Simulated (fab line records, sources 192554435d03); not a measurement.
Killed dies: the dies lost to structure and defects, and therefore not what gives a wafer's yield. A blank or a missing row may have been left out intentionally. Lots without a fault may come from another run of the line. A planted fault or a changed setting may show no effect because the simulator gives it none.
A single fault, viewed from 2 desks + flow n5Finfet + what lay behind the numbers comes last; until then each desk has only its own

THE METROLOGY DESK
What the gauges read for every lot (on any tool): the sampled wafers with a number, averaged. A lot is out of limits, marked OUT, if its mean lies more than 4 standard deviations from the usual mean; the brackets give that distance.
Columns: A = cdNm at N5_GATE_CUT_CD_MEAS_13, usual 20.00 nm; B = GATE_CUT_OVL at N5_GATE_CUT_OVL_MEAS_14, usual -0.4 nm
| lot  | first seen here | A     | B    |
|------|-----------------|-------|------|
| L193 | day 4 17:31     | 20.31 | -0.6 |
| L201 | day 6 21:11     | 19.91 | -2.0 |
| L203 | day 7 10:26     | 19.77 | 0.2  |
| L205 | day 7 23:51     | 19.99 | 0.0  |
| L206 | day 8 02:33     | 19.96 | -0.1 |
| L210 | day 9 02:17     | 19.82 | -1.1 |
This desk's verdict: no lot among the 6 shows anything out of limits.

AT THE TOOL OWNER'S DESK: cmp-03
The tool's own readings at N5_HKMG_FIN_CMP_23 (polishes, stops on SiNx, t overpolish 10 s, target thk 46.326 nm): means of the sampled wafers that have a number, for each lot that ran on this tool. A lot is out of limits, marked OUT, if its mean lies more than 4 standard deviations from the usual mean; the brackets give that distance.
Columns: A = edgeZonePressureFrac at N5_HKMG_FIN_CMP_23, usual 1.000; B = motorCurrentA at N5_HKMG_FIN_CMP_23, usual 11.8 A; C = overpolishRunS at N5_HKMG_FIN_CMP_23, usual 9.999 s; D = platenRpm at N5_HKMG_FIN_CMP_23, usual 50.29 rpm; E = retainingRingPressureFrac at N5_HKMG_FIN_CMP_23, usual 1.000; F = timeToEndpointS at N5_HKMG_FIN_CMP_23, usual 12.2 s
| lot  | first seen here | A     | B    | C      | D     | E     | F    |
|------|-----------------|-------|------|--------|-------|-------|------|
| L203 | day 7 06:07     | 1.001 | 12.2 | 10.004 | 50.34 | 0.995 | 12.2 |
| L206 | day 7 22:14     | 1.002 | 12.6 | 10.005 | 50.29 | 1.000 | 14.1 |
| L210 | day 8 21:55     | 0.998 | 12.3 | 9.994  | 50.28 | 1.001 | 14.2 |
This desk's verdict: no lot among the 3 shows anything out of limits.

TAKEN TOGETHER
Metrology desk: nothing out of limits seen.
The tool owner's desk saw nothing out of limits.

WHAT THE SIMULATOR HAD INSERTED
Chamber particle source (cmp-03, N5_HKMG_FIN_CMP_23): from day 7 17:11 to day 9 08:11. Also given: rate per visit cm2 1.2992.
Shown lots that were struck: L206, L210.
